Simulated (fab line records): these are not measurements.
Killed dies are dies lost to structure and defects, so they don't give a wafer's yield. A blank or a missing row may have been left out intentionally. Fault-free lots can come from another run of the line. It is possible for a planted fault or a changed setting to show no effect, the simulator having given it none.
Comparing a struck lot with a sound one :: flow n5Finfet :: 36 out of 1938 route steps
Sound: these wafers, L525.1, L525.3, L525.6. Struck: wafer L533.5. (L533.1, L533.3 of the same lot were not struck and are left out.) The cause comes at the end.
For every step that has rows: the tool of each side, followed by ch and its chambers, followed by its first start. Under that, the readings that differ: sound wafers :: struck wafers :: difference of the means :: sigmas: that difference in standard deviations of wafers without a fault.
alike: words and numbers the same on both sides, and readings whose means are apart by under 2 such deviations; not compared: readings that were withheld, readings missing a value for some wafer, numbers with overlapping values and no deviation given by the record, and bounds like >300 which may hide the same value.
A row with sigmas, a row that says differs or no value, or rows on one side alone: a step with any of these is where the two part. Numbers that have no deviation but don't overlap get no sigmas and don't part them. A reading missing from all wafers of one side parts the sides only when that side holds two or more wafers.

first, 9 steps without rows for these wafers: N5_SD_EPI_N_DEVELOP_08 (develop time 30 s); N5_SD_EPI_N_DESCUM_14 (chemistry O2, time 7.9 s); N5_SD_EPI_N_ETCH_34 (etches SiARC in CF4, target depth 45.5 nm, time 75.8 s); N5_SD_EPI_N_ETCH_35 (etches SOC in N2/H2, overetch 108 nm, time 486 s); N5_SD_EPI_N_STRIP_36 (strips in N2/H2); N5_SD_EPI_N_ETCHBACK_44 (etches SiNx in CH3F/O2, stops on SiO2, target depth 14.5 nm); N5_SD_EPI_N_ETCH_45 (etches SiOCN in CH3F/O2, target depth 6 nm); N5_SD_EPI_N_ETCH_16 (etches SiO2 in CHF3/O2, target depth 5 nm); N5_SD_EPI_N_STRIP_47 (strips in CHF3/O2).
N5_SD_EPI_N_SD_RECESS_17: chemistry HBr/Cl2/O2, target depth 41 nm, time 23.7 s, bt time 3 s.
  sound on rieSi-02 ch 0,1,3, day 3 20:44; struck on rieSi-02 ch 3, day 5 20:53
reading: model.etch.depthNm (nm)
sound: 41.13 40.48 41.3
struck: 50.68
difference: +9.71
sigmas: 

reading: model.SD_EPI_N.featureDepthNm (nm)
sound: 41.2 40.4 41.2
struck: 50.6
difference: +9.7
sigmas: 

reading: model.Si_of_WELL_APT_EPI_41.thkNm (nm)
sound: 8.6 9.2 7.6
struck: 4.2
difference: -4.3
sigmas: 
  alike: O2_flow_sccm, drypumpMotorCurrentA, heBacksideLeakSccm, oesProductAu, rfFwdPowerW, throttleValvePct
  not compared: rfHoursCounterH
then, 2 steps without rows for these wafers: N5_SD_EPI_N_STRIP_38 (strips in N2/H2); N5_SD_EPI_N_WET_ETCH_43 (etches SiO2 in dHF, time 14 s, target depth 1.5 nm).
N5_SD_EPI_N_STRIP_18: strips in SPM, time 750 s.
  sound on wetBench-02 ch 1,3,6, day 3 20:55; struck on wetBench-03 ch 6, day 5 21:04
reading: model.Si_of_WELL_APT_EPI_41.thkNm (nm)
sound: 8.4 8.8 7.2
struck: 4
difference: -4
sigmas: 
then, 21 steps without rows for these wafers: N5_SD_EPI_N_SRD_20 (time 30 s); N5_SD_EPI_N_PRECLEAN_48 (cleans in NF3:NH3, afs cycles 2, time 20 s, sublimation time 60 s); N5_SD_EPI_N_VAPOR_ETCH_50 (etches Si in HCl, time 54 s); N5_SD_EPI_N_EPI_21 (deposits Si:P, time 690 s); N5_SD_EPI_N_PRECLEAN_24 (cleans in O3/DIW, time 60 s); N5_SD_EPI_N_SRD_25 (time 30 s); N5_SD_EPI_N_PRECLEAN_49 (cleans in NF3:NH3, afs cycles 1, time 20 s, sublimation time 60 s); N5_SD_EPI_N_LINER_46 (material SiNx, target thk 3 nm); N5_SD_EPI_P_COAT_34 (time 60 s, resist thk 350 nm); N5_SD_EPI_P_COAT_35 (time 60 s, resist thk 35 nm); N5_SD_EPI_P_COAT_03 (resist thk 150 nm); N5_SD_EPI_P_EBR_05; N5_SD_EPI_P_SOFTBAKE_04 (time 60 s); N5_SD_EPI_P_EXPOSE_06 (exposes mask SD P BLK, target cd 240 nm); N5_SD_EPI_P_PEB_07 (peb time 60 s); N5_SD_EPI_P_DEVELOP_08 (develop time 30 s); N5_SD_EPI_P_DESCUM_14 (chemistry O2, time 7.9 s); N5_SD_EPI_P_ETCH_36 (etches SiARC in CF4, target depth 45.5 nm, time 75.8 s); N5_SD_EPI_P_ETCH_37 (etches SOC in N2/H2, overetch 108 nm, time 486 s); N5_SD_EPI_P_STRIP_38 (strips in N2/H2); N5_SD_EPI_P_ETCHBACK_46 (etches SiNx in CH3F/O2, stops on SiO2, target depth 17.5 nm).
-- record jumps: 5 days separate the struck wafers' starts on either side; left off in module SD_EPI_P, taken up again in module BEOL_M4, whose first shown step is the route's number 1111 --
N5_BEOL_M4_RC_MEAS_101:
  sound on prober-01 ch 0, day 8 10:32; struck on prober-02 ch 0, day 10 23:55
reading: CJ_N
sound: 4.38 4.33 4.41
struck: 5.01
difference: +0.64
sigmas: +9

reading: DIBL_N (mV/V)
sound: 35.7 37.3 36.7
struck: 62.3
difference: +25.7
sigmas: +17

reading: IOFF_N (nA/um)
sound: 0.129 0.144 0.127
struck: 5.897
difference: +5.764
sigmas: +99 or more

reading: IOFF_N_85C (nA/um)
sound: 2.6 2.9 2.6
struck: 63.7
difference: +61.0
sigmas: +99 or more

reading: IOFF_N_LIN (nA/um)
sound: 0.062 0.067 0.060
struck: 0.141
difference: +0.078
sigmas: +8

reading: IOFF_N_LONG (nA/um)
sound: 4.94e-05 4.9e-05 4.96e-05
struck: 6.42e-05
difference: +1.49e-05
sigmas: +6

reading: ION_N (uA/um)
sound: 669 661 661
struck: 701
difference: +37
sigmas: +3

reading: SS_N (mV/dec)
sound: 71.3 70.8 71.7
struck: 121.7
difference: +50.4
sigmas: +97

reading: VT_N (mV)
sound: 254 252 255
struck: 246
difference: -8
sigmas: -3
  alike: DIBL_P, IOFF_P, ION_P, SS_P, VT_P
-- here the record skips 4 days between the struck wafers' starts before and after, leaving off in module BEOL_M4 and picking up in module PASSIVATION (first step shown: number 1936 of the route) --
N5_PASSIVATION_PROBE_49:
  sound: prober-02 at day 12 16:49; struck: prober-01 at day 15 04:37
reading: killedAtOther
sound: 8 5 15
struck: 3
difference: -6
sigmas: -2

reading: sort_bin_4_leakage (%)
sound: 0 0 0
struck: 91.19
difference: +91.19
sigmas: 

reading: sortNPass
sound: 1102 1088 1081
struck: 0
difference: -1090
sigmas: -55

reading: sortYieldPct (%)
sound: 93.4 92.2 91.6
struck: 0
difference: -92
sigmas: -54
  alike: defectLimitedYield, killed_at_M0_to_M3, killed_at_M4_up, killedAtContacts, killedAtFrontEnd, killedDies, killedOpen, killedShort, sort_bin_5_function, sort_bin_6_memory

WHERE THEY PART
Last at N5_PASSIVATION_PROBE_49 as far as this record goes, first at N5_BEOL_M4_RC_MEAS_101.

WHY: whatever the simulator had introduced
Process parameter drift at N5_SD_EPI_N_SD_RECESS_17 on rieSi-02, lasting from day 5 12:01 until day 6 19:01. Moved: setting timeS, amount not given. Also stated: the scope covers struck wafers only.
